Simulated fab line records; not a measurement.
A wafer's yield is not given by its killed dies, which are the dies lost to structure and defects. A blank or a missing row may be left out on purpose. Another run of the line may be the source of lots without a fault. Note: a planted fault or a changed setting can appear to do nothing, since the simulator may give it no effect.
fab line records ; flow n5Finfet
[record] lots = 7; wafers = 21
route steps=1938 shown BEOL_M6@1224 BEOL_M7@1308 BEOL_M8@1374 BEOL_M9@1467
startH: hours from the record's first day to the start of the lot's first wafer shown ; waitH: time in hours since the lot's previous step ; " identical to the entry in the row above ; L1.1+2: several wafers, shown together as one row ; - either no value or no given start ; * or withheld: withheld ; < > ~ a bound
route shown NAME@n: NAME is a module with steps in the file, n the number in the route of the first one ; usual: average and standard deviation across the fault-free wafers ; same: alike in all rows ; chamber/n: place in a boat ; sites: per-site readings ; _std_site: how widely they spread, as a standard deviation ; _edge_site: inner sites' mean taken away from outer sites' mean ; radiusMm: for every site, how far away it sits from the centre of the wafer ; mask NAME#n: copy n ; behind: the last tool/chamber to shape the wafer ; hold: cause of the lot's hold/its duration in hours/its outcome ; device: names the non-switching transistor (n, p or np) ; end of line: the tests these same wafers got at the end of their route ; for a step that has no rows: nothing shown but its recipe ; killed: at the first sort, the dies lost to defects and structure; wafer yield is something else ; map: shows each die of a wafer: x if killed, . if not, _ if none is there
set.NAME: the setting as run; set.NAME@STEP: as run at that earlier step ; model.NAME: the simulator's own value behind a step, which no gauge read
lots run with intentionally changed settings; tables by step, rows by wafer
[[steps]]
[step N5_BEOL_M6_EXPOSE_25]
[recipe] maskId = V5; na = 0.33; sourceShape = annular; sigmaInner = 0.4; sigmaOuter = 0.8; polarization = unpolarized; targetCdNm = 40; doseMj = 45
lot.wafer;tool;chamber;startH;waitH;mask;set.doseMj
L074.2+3;euvScanner-02;0;182.59;-;V5#0;45
L074.6;euvScanner-02;0;182.59;-;V5#0;47.48
L076.1+2;euvScanner-02;0;184.77;-;V5#0;43.54
L076.5;euvScanner-02;0;184.77;-;V5#0;45
L083.2+3+5;euvScanner-01;0;236.90;-;V5#0;45
L084.1+3+6;euvScanner-02;0;245.31;-;V5#0;47.77
L092.1+4+6;euvScanner-01;0;292.01;-;V5#0;45
L095.1+4;euvScanner-02;0;317.50;-;V5#0;43.76
L095.2;euvScanner-02;0;317.50;-;V5#0;45
L094.1+3;euvScanner-02;0;317.62;-;V5#0;45
L094.5;euvScanner-02;0;317.62;-;V5#0;43.98
[step N5_BEOL_M6_PEB_26]
[recipe] pebTempC = 100; pebTimeS = 60; resist = CAR-EUV
[step N5_BEOL_M6_DEVELOP_27]
[recipe] developTimeS = 30; developer = TMAH; resist = CAR-EUV; rinseLiquid = surfactantRinse; dry = airSpin; devTempC = 23
[step N5_BEOL_M6_CD_MEAS_28]
[recipe] targetCdNm = 40; landingEnergyEv = 500; detector = seInlens
[usual] cdNm = 40.04/0.23
lot.wafer;tool;chamber;startH;waitH;set.doseMj@BEOL_M6_EXPOSE_25;cdNm
L074.2;cdSem-03;0;182.71;-;45;40.45
L074.3;cdSem-03;0;182.71;-;45;39.90
L074.6;cdSem-03;0;182.71;-;47.48;41.29
L076.1;cdSem-02;0;184.91;-;43.54;39.83
L076.2;cdSem-02;0;184.91;-;43.54;39.30
L076.5;cdSem-02;0;184.91;-;45;40.16
L083.2;cdSem-02;0;237.03;-;45;40.06
L083.3;cdSem-02;0;237.03;-;45;39.93
L083.5;cdSem-02;0;237.03;-;45;40.00
L084.1;cdSem-02;0;245.45;-;47.77;41.38
L084.3;cdSem-02;0;245.45;-;47.77;41.13
L084.6;cdSem-02;0;245.45;-;47.77;41.43
L092.1;cdSem-02;0;292.14;-;45;40.37
L092.4;cdSem-02;0;292.14;-;45;40.43
L092.6;cdSem-02;0;292.14;-;45;40.16
L095.1;cdSem-02;0;317.63;-;43.76;39.02
L095.2;cdSem-02;0;317.63;-;45;40.05
L095.4;cdSem-02;0;317.63;-;43.76;39.26
L094.1;cdSem-02;0;317.75;-;45;40.30
L094.3;cdSem-02;0;317.75;-;45;39.77
L094.5;cdSem-02;0;317.75;-;43.98;39.46
[step N5_BEOL_M6_DESCUM_33]
[recipe] chemistry = O2; timeS = 7; sourcePowerW = 50; biasPowerW = 20; pressureMtorr = 20; rfFrequencyHz = 2.712e+07; tempC = 40; resist = CAR-EUV; o2FlowSccm = 225
lot.wafer;tool;chamber;startH;waitH;set.doseMj@BEOL_M6_EXPOSE_25;model.BEOL_M6.cdNm
L074.2;rieDiel-06;3;182.83;0.0;45;40.2
L074.3;rieDiel-06;1;182.83;0.0;45;40
L074.6;rieDiel-06;3;182.83;0.0;47.48;41.4
L076.1;rieDiel-06;1;185.03;0.0;43.54;39.6
L076.2;rieDiel-06;3;185.03;0.0;43.54;39.4
L076.5;rieDiel-06;3;185.03;0.0;45;40.4
L083.2+5;rieDiel-01;1,0;237.22;0.1;45;40.2
L083.3;rieDiel-01;3;237.22;0.1;45;40
L084.1;rieDiel-01;3;245.93;0.4;47.77;41.4
L084.3+6;rieDiel-01;1;245.93;0.4;47.77;41.6
L092.1+6;rieDiel-03;3;292.97;0.7;45;40
L092.4;rieDiel-03;1;292.97;0.7;45;40.2
L095.1+4;rieDiel-06;2,0;317.76;0.0;43.76;39.4
L095.2;rieDiel-06;3;317.76;0.0;45;40
L094.1;rieDiel-01;3;317.97;0.1;45;40.2
L094.3;rieDiel-01;1;317.97;0.1;45;40.4
L094.5;rieDiel-01;2;317.97;0.1;43.98;39.6
[step N5_BEOL_M6_ETCH_72]
[recipe] chemistry = N2/H2; target = underlayer; targetDepthA = 65; maskMaterial = CAR-EUV; timeS = 5.2; ionEnergyEv = 200; pressureMtorr = 30; sourceW = 840; biasW = 150; n2FlowSccm = 200; h2FlowSccm = 200; ends = cleared
lot.wafer;tool;chamber;startH;waitH;set.doseMj@BEOL_M6_EXPOSE_25;model.BEOL_M6.cdNm
L074.2;rieDiel-06;3;182.87;0.0;45;40.4
L074.3;rieDiel-06;1;182.87;0.0;45;40.2
L074.6;rieDiel-06;3;182.87;0.0;47.48;41.6
L076.1;rieDiel-06;1;185.07;0.0;43.54;39.8
L076.2;rieDiel-06;3;185.07;0.0;43.54;39.6
L076.5;rieDiel-06;3;185.07;0.0;45;40.4
L083.2+3+5;rieDiel-01;1,3,0;237.25;0.0;45;40.2
L084.1;rieDiel-01;3;245.97;0.0;47.77;41.4
L084.3+6;rieDiel-01;1;245.97;0.0;47.77;41.6
L092.1+6;rieDiel-03;3;293.00;0.0;45;40
L092.4;rieDiel-03;1;293.00;0.0;45;40.2
L095.1+4;rieDiel-06;2,0;317.79;0.0;43.76;39.4
L095.2;rieDiel-06;3;317.79;0.0;45;40
L094.1;rieDiel-01;3;318.00;0.0;45;40.2
L094.3;rieDiel-01;1;318.00;0.0;45;40.4
L094.5;rieDiel-01;2;318.00;0.0;43.98;39.8
[step N5_BEOL_M6_ETCH_65]
[recipe] chemistry = CF4; target = SiARC; targetDepthA = 156; maskMaterial = CAR-EUV; timeS = 26; ionEnergyEv = 80; pressureMtorr = 40; sourceW = 545; biasW = 36; Ar_flow_sccm = 100; cf4FlowSccm = 100; ends = cleared
[step N5_BEOL_M6_ETCH_66]
[recipe] chemistry = N2/H2; target = SOC; targetDepthA = 800; overetchA = 160; maskMaterial = SiARC; tempC = 40; timeS = 120; ionEnergyEv = 200; pressureMtorr = 30; sourceW = 840; biasW = 150; n2FlowSccm = 200; h2FlowSccm = 200
lot.wafer;tool;chamber;startH;waitH;set.doseMj@BEOL_M6_EXPOSE_25;model.BEOL_M6.cdNm
L074.2+3;rieDiel-06;3,1;182.91;0.0;45;40.2
L074.6;rieDiel-06;3;182.91;0.0;47.48;41.6
L076.1;rieDiel-06;1;185.11;0.0;43.54;39.8
L076.2;rieDiel-06;3;185.11;0.0;43.54;39.6
L076.5;rieDiel-06;3;185.11;0.0;45;40.4
L083.2+5;rieDiel-01;1,0;237.30;0.0;45;40.2
L083.3;rieDiel-01;3;237.30;0.0;45;39.8
L084.1;rieDiel-01;3;246.01;0.0;47.77;41.2
L084.3;rieDiel-01;1;246.01;0.0;47.77;41.8
L084.6;rieDiel-01;1;246.01;0.0;47.77;41.4
L092.1;rieDiel-03;3;293.05;0.0;45;40.4
L092.4+6;rieDiel-03;1,3;293.05;0.0;45;40.2
L095.1;rieDiel-06;2;317.84;0.0;43.76;39.6
L095.2;rieDiel-06;3;317.84;0.0;45;40.4
L095.4;rieDiel-06;0;317.84;0.0;43.76;39.2
L094.1;rieDiel-01;3;318.05;0.0;45;40.2
L094.3;rieDiel-01;1;318.05;0.0;45;40.6
L094.5;rieDiel-01;2;318.05;0.0;43.98;40
[step N5_BEOL_M7_TRENCH_ETCH_37]
[recipe] chemistry = C4F6/O2; targetDepthA = 934.78; target = SiCOH_lowk; timeS = 31.2; ionEnergyEv = 250; pressureMtorr = 30; sourceW = 345; biasW = 185; Ar_flow_sccm = 300; C4F6_flow_sccm = 10; O2_flow_sccm = 10
[usual] rfVppV = 659/9.6
lot.wafer;tool;chamber;startH;waitH;set.sourceW;rfVppV;model.BEOL_M7.featureDepthNm;model.etch.depthNm
L076.1;rieDiel-04;2;-;-;406.5;614;99.8;99.82
L076.2;rieDiel-04;3;-;-;345;646;92.6;92.69
L076.5;rieDiel-04;1;-;-;406.5;613;98.4;98.34
L074.2;rieDiel-04;2;-;-;398.7;621;98.6;98.56
L074.3;rieDiel-04;1;-;-;345;666;91.6;91.64
L074.6;rieDiel-04;3;-;-;398.7;600;97;96.91
L083.2;rieDiel-05;0;-;-;345;659;94;94.08
L083.3;rieDiel-05;1;-;-;345;645;93;92.97
L083.5;rieDiel-05;2;-;-;345;647;93;93.06
L084.1;rieDiel-04;1;-;-;317.5;693;90.8;90.78
L084.3;rieDiel-04;3;-;-;345;645;90.6;90.68
L084.6;rieDiel-04;0;-;-;345;668;92.8;92.7
L092.1;rieDiel-04;2;-;-;396.6;621;101.6;101.5
L092.4;rieDiel-04;3;-;-;345;646;93;93.06
L092.6;rieDiel-04;2;-;-;396.6;621;101.4;101.4
L095.1;rieDiel-05;2;-;-;292;704;86.4;86.45
L095.2;rieDiel-05;1;-;-;345;645;90.8;90.79
L095.4;rieDiel-05;3;-;-;345;668;91.8;91.83
L094.1;rieDiel-04;2;-;-;305.6;710;91.6;91.58
L094.3;rieDiel-04;0;-;-;345;669;93.8;93.84
L094.5;rieDiel-04;0;-;-;345;671;93;93.09
[step N5_BEOL_M7_ETCH_41]
[recipe] chemistry = CH3F/O2; target = SiCN; targetDepthA = 319; taperDeg = 2; timeS = 57.8; ionEnergyEv = 120; maskMaterial = TiN; pressureMtorr = 30; sourceW = 395; biasW = 75; Ar_flow_sccm = 150; CH3F_flow_sccm = 30; O2_flow_sccm = 20
[usual] rfVppV = 297.5/1.6
lot.wafer;tool;chamber;startH;waitH;set.sourceW;rfVppV
L076.1;rieDiel-04;2;-;-;395;299.1
L076.2;rieDiel-04;3;-;-;434.7;291.8
L076.5;rieDiel-04;1;-;-;395;299.2
L074.2;rieDiel-04;2;-;-;395;299.5
L074.3;rieDiel-04;1;-;-;395;298.1
L074.6;rieDiel-04;3;-;-;395;299.8
L083.2;rieDiel-05;0;-;-;395;297.5
L083.3;rieDiel-05;1;-;-;395;295.8
L083.5;rieDiel-05;2;-;-;395;296.9
L084.1;rieDiel-04;1;-;-;432.3;288.5
L084.3;rieDiel-04;3;-;-;432.3;290.8
L084.6;rieDiel-04;0;-;-;395;297.6
L092.1;rieDiel-04;2;-;-;395;298.6
L092.4;rieDiel-04;3;-;-;395;299.4
L092.6;rieDiel-04;2;-;-;422.9;290.6
L095.1;rieDiel-05;2;-;-;377.1;302.0
L095.2;rieDiel-05;1;-;-;377.1;299.5
L095.4;rieDiel-05;3;-;-;395;295.9
L094.1;rieDiel-04;2;-;-;395;298.7
L094.3;rieDiel-04;0;-;-;395;297.0
L094.5;rieDiel-04;0;-;-;462.1;282.7
[step N5_BEOL_M7_STRIP_80]
[recipe] chemistry = N2/H2; timeS = 10; powerW = 450; tempC = 40; pressureMtorr = 20; rfFrequencyHz = 6e+07; biasPowerW = 7; n2FlowSccm = 200; h2FlowSccm = 200
[step N5_BEOL_M7_OCD_MEAS_38]
[usual] trenchDepthNm = 92.7/1.6
lot.wafer;tool;chamber;startH;waitH;set.sourceW@BEOL_M7_TRENCH_ETCH_37;trenchDepthNm
L076.1;ocd-02;-;192.87;-;406.5;99.7
L076.2;ocd-02;-;192.87;-;345;92.5
L076.5;ocd-02;-;192.87;-;406.5;98.4
L074.2;ocd-02;-;193.41;-;398.7;98.2
L074.3;ocd-02;-;193.41;-;345;91.3
L074.6;ocd-02;-;193.41;-;398.7;97.3
L083.2;ocd-01;-;246.19;-;345;94.0
L083.3;ocd-01;-;246.19;-;345;93.0
L083.5;ocd-01;-;246.19;-;345;92.9
L084.1;ocd-02;-;257.54;-;317.5;90.9
L084.3;ocd-02;-;257.54;-;345;91.3
L084.6;ocd-02;-;257.54;-;345;93.3
L092.1;ocd-01;-;300.20;-;396.6;101.8
L092.4;ocd-01;-;300.20;-;345;93.5
L092.6;ocd-01;-;300.20;-;396.6;101.2
L095.1;ocd-01;-;326.72;-;292;86.8
L095.2;ocd-01;-;326.72;-;345;90.8
L095.4;ocd-01;-;326.72;-;345;92.1
L094.1;ocd-01;-;326.94;-;305.6;91.6
L094.3;ocd-01;-;326.94;-;345;93.6
L094.5;ocd-01;-;326.94;-;345;93.5
[step N5_BEOL_M7_HM_STRIP_39]
[recipe] chemistry = peroxideTinStrip; material = TiN; targetDepthA = 250; tempC = 50; timeS = 158
[step N5_BEOL_M7_SRD_40]
[recipe] timeS = 30; tempC = 23; rinseLiquid = diw; dry = ipaMarangoni
[step N5_BEOL_M7_ECD_50]
[recipe] material = Cu; targetThkA = 3000
[step N5_BEOL_M7_ANNEAL_51]
[recipe] tempC = 225; timeS = 90; ambient = N2
[step N5_BEOL_M7_CMP_52]
[recipe] stopOn = SiCOH_lowk; tOverpolishS = 6.9; downForcePsi = 1; platenRpm = 50; clearingPlatenDownForcePsi = 1.5; clearingPlatenRpm = 50; postCmpClean = cuAlkaline; targetThkNm = 80; clearingPlatenPadVelocityMS = 0.99484; padVelocityMS = 0.99484
lot.wafer;tool;chamber;startH;waitH;set.sourceW@BEOL_M7_TRENCH_ETCH_37;model.Cu_of_BEOL_M7_ECD_50.thkNm
L076.1;cmp-04;1;194.74;0.3;406.5;85.8
L076.2;cmp-04;0;194.74;0.3;345;77.6
L076.5;cmp-04;1;194.74;0.3;406.5;82.4
L074.2;cmp-03;1;195.36;0.2;398.7;85.2
L074.3;cmp-03;0;195.36;0.2;345;78.8
L074.6;cmp-03;2;195.36;0.2;398.7;84.8
L083.2;cmp-01;2;249.18;0.2;345;79
L083.3;cmp-01;0;249.18;0.2;345;81.2
L083.5;cmp-01;1;249.18;0.2;345;78.4
L084.3;cmp-01;2;259.96;0.2;345;76
L084.1;cmp-01;3;259.96;0.2;317.5;78.2
L084.6;cmp-01;3;259.96;0.2;345;80.4
L092.4;cmp-04;2;304.06;0.2;345;79.8
L092.1;cmp-04;3;304.06;0.2;396.6;88
L092.6;cmp-04;2;304.06;0.2;396.6;87.4
L095.2;cmp-03;3;328.47;0.2;345;77
L095.4;cmp-03;1;328.47;0.2;345;77.4
L095.1;cmp-03;2;328.47;0.2;292;72.8
L094.1;cmp-03;3;329.04;0.3;305.6;77
L094.3;cmp-03;1;329.04;0.3;345;79
L094.5;cmp-03;3;329.04;0.3;345;78.6
[step N5_BEOL_M8_VIA_ETCH_34]
[recipe] chemistry = C4F6/O2; target = SiCOH_lowk; targetDepthA = 1255; maskMaterial = SOC; taperDeg = 4; timeS = 50.5; ionEnergyEv = 250; pressureMtorr = 30; sourceW = 345; biasW = 185; Ar_flow_sccm = 300; C4F6_flow_sccm = 10; O2_flow_sccm = 10
[usual] rfVppV = 661/11
lot.wafer;tool;chamber;startH;waitH;set.sourceW;rfVppV
L074.2;rieDiel-06;1;199.16;0.0;345;671
L074.3;rieDiel-06;3;199.16;0.0;364.4;635
L074.6;rieDiel-06;3;199.16;0.0;364.4;635
L076.1;rieDiel-06;1;199.56;0.0;345;669
L076.2;rieDiel-06;3;199.56;0.0;304.4;696
L076.5;rieDiel-06;3;199.56;0.0;304.4;695
L083.2;rieDiel-03;1;257.34;0.0;345;654
L083.3;rieDiel-03;3;257.34;0.0;345;649
L083.5;rieDiel-03;2;257.34;0.0;345;660
L084.1;rieDiel-06;0;264.84;0.0;345;680
L084.3;rieDiel-06;1;264.84;0.0;345;669
L084.6;rieDiel-06;1;264.84;0.0;345;669
L092.1;rieDiel-03;2;309.13;0.0;392.5;616
L092.4;rieDiel-03;0;309.13;0.0;345;673
L092.6;rieDiel-03;3;309.13;0.0;345;648
L095.1;rieDiel-03;0;333.88;0.0;287;740
L095.2;rieDiel-03;2;333.88;0.0;345;656
L095.4;rieDiel-03;1;333.88;0.0;287;718
L094.1;rieDiel-03;2;335.33;0.0;345;657
L094.3;rieDiel-03;3;335.33;0.0;345;647
L094.5;rieDiel-03;3;335.33;0.0;345;647
[step N5_BEOL_M8_TRENCH_ETCH_37]
[recipe] chemistry = C4F6/O2; targetDepthA = 934.78; target = SiCOH_lowk; timeS = 31.2; ionEnergyEv = 250; pressureMtorr = 30; sourceW = 345; biasW = 185; Ar_flow_sccm = 300; C4F6_flow_sccm = 10; O2_flow_sccm = 10
[usual] rfVppV = 661/11
lot.wafer;tool;chamber;startH;waitH;set.sourceW;rfVppV
L074.2;rieDiel-06;1;-;-;377;640
L074.3;rieDiel-06;3;-;-;377;625
L074.6;rieDiel-06;3;-;-;345;652
L076.1;rieDiel-06;1;-;-;306.1;712
L076.2;rieDiel-06;3;-;-;306.1;695
L076.5;rieDiel-06;3;-;-;345;652
L083.2;rieDiel-03;1;-;-;345;655
L083.3;rieDiel-03;3;-;-;345;648
L083.5;rieDiel-03;2;-;-;345;658
L084.1;rieDiel-06;0;-;-;345;679
L084.3;rieDiel-06;1;-;-;345;668
L084.6;rieDiel-06;1;-;-;345;668
L092.1;rieDiel-03;2;-;-;317.7;685
L092.4;rieDiel-03;0;-;-;317.7;704
L092.6;rieDiel-03;3;-;-;345;648
L095.1;rieDiel-03;0;-;-;345;673
L095.2;rieDiel-03;2;-;-;345;656
L095.4;rieDiel-03;1;-;-;345;654
L094.1;rieDiel-03;2;-;-;323.5;679
L094.3;rieDiel-03;3;-;-;345;647
L094.5;rieDiel-03;3;-;-;345;647
[step N5_BEOL_M9_DEP_56]
[recipe] material = SiCN; targetThkA = 150; tempC = withheld; precursor = 3MS/NH3; pressureTorr = 3; rfW = 202; timeS = 26.5
lot.wafer;tool;chamber;startH;waitH;set.timeS;model.SiCN_of_BEOL_M9_DEP_56.thkNm
L074.2;pecvd-01;0;208.88;0.0;26.5;14.6
L074.3;pecvd-01;2;208.88;0.0;26.5;14.8
L074.6;pecvd-01;2;208.88;0.0;26.5;15
L076.1;pecvd-02;1;209.60;0.0;26.5;14.8
L076.2;pecvd-02;0;209.60;0.0;23.46;13.2
L076.5;pecvd-02;0;209.60;0.0;23.46;13.6
L084.1;pecvd-01;0;276.66;0.0;26.5;14.6
L084.3;pecvd-01;2;276.66;0.0;26.5;15.2
L084.6;pecvd-01;2;276.66;0.0;26.5;15.4
L083.2;pecvd-01;1;276.91;0.0;26.5;14.6
L083.3;pecvd-01;0;276.91;0.0;26.5;14.8
L083.5;pecvd-01;1;276.91;0.0;26.5;15
L092.1;pecvd-02;2;325.51;0.0;26.5;14.8
L092.4;pecvd-02;0;325.51;0.0;28.22;16
L092.6;pecvd-02;2;325.51;0.0;26.5;15.2
L095.1;pecvd-04;1;349.66;0.0;30.03;16.6
L095.2+4;pecvd-04;0,1;349.66;0.0;26.5;14.8
L094.1;pecvd-04;0;350.69;0.0;26.5;14.8
L094.3;pecvd-04;1;350.69;0.0;28.96;16.2
L094.5;pecvd-04;2;350.69;0.0;26.5;15
[[key]]
[split] step = N5_BEOL_M6_EXPOSE_25; setting = doseMj; stated = 45; by = wafer
[response] step = N5_BEOL_M6_CD_MEAS_28; reading = cdNm; change = +0.222; per = 1%; r = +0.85
[response] step = N5_BEOL_M6_DESCUM_33; reading = model.BEOL_M6.cdNm; change = +0.248; per = 1%; r = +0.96
[response] step = N5_BEOL_M6_ETCH_72; reading = model.BEOL_M6.cdNm; change = +0.228; per = 1%; r = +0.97
[response] step = N5_BEOL_M6_ETCH_66; reading = model.BEOL_M6.cdNm; change = +0.255; per = 1%; r = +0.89
[split] step = N5_BEOL_M7_TRENCH_ETCH_37; setting = sourceW; stated = 345; by = wafer
[response] step = N5_BEOL_M7_TRENCH_ETCH_37; reading = rfVppV; change = -2.72; per = 1%; r = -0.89
[response] step = N5_BEOL_M7_TRENCH_ETCH_37; reading = model.BEOL_M7.featureDepthNm; change = +0.365; per = 1%; r = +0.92
[response] step = N5_BEOL_M7_TRENCH_ETCH_37; reading = model.etch.depthNm; change = +0.361; per = 1%; r = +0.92
[response] step = N5_BEOL_M7_OCD_MEAS_38; reading = trenchDepthNm; change = +0.363; per = 1%; r = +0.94
[response] step = N5_BEOL_M7_CMP_52; reading = model.Cu_of_BEOL_M7_ECD_50.thkNm; change = +0.345; per = 1%; r = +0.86
[split] step = N5_BEOL_M7_ETCH_41; setting = sourceW; stated = 395; by = wafer
[response] step = N5_BEOL_M7_ETCH_41; reading = rfVppV; change = -0.889; per = 1%; r = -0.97
[split] step = N5_BEOL_M8_VIA_ETCH_34; setting = sourceW; stated = 345; by = wafer
[response] step = N5_BEOL_M8_VIA_ETCH_34; reading = rfVppV; change = -3.66; per = 1%; r = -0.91
[split] step = N5_BEOL_M8_TRENCH_ETCH_37; setting = sourceW; stated = 345; by = wafer
[response] step = N5_BEOL_M8_TRENCH_ETCH_37; reading = rfVppV; change = -4.24; per = 1%; r = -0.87
[split] step = N5_BEOL_M9_DEP_56; setting = timeS; stated = 26.5; by = wafer
[response] step = N5_BEOL_M9_DEP_56; reading = model.SiCN_of_BEOL_M9_DEP_56.thkNm; change = +0.134; per = 1%; r = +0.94
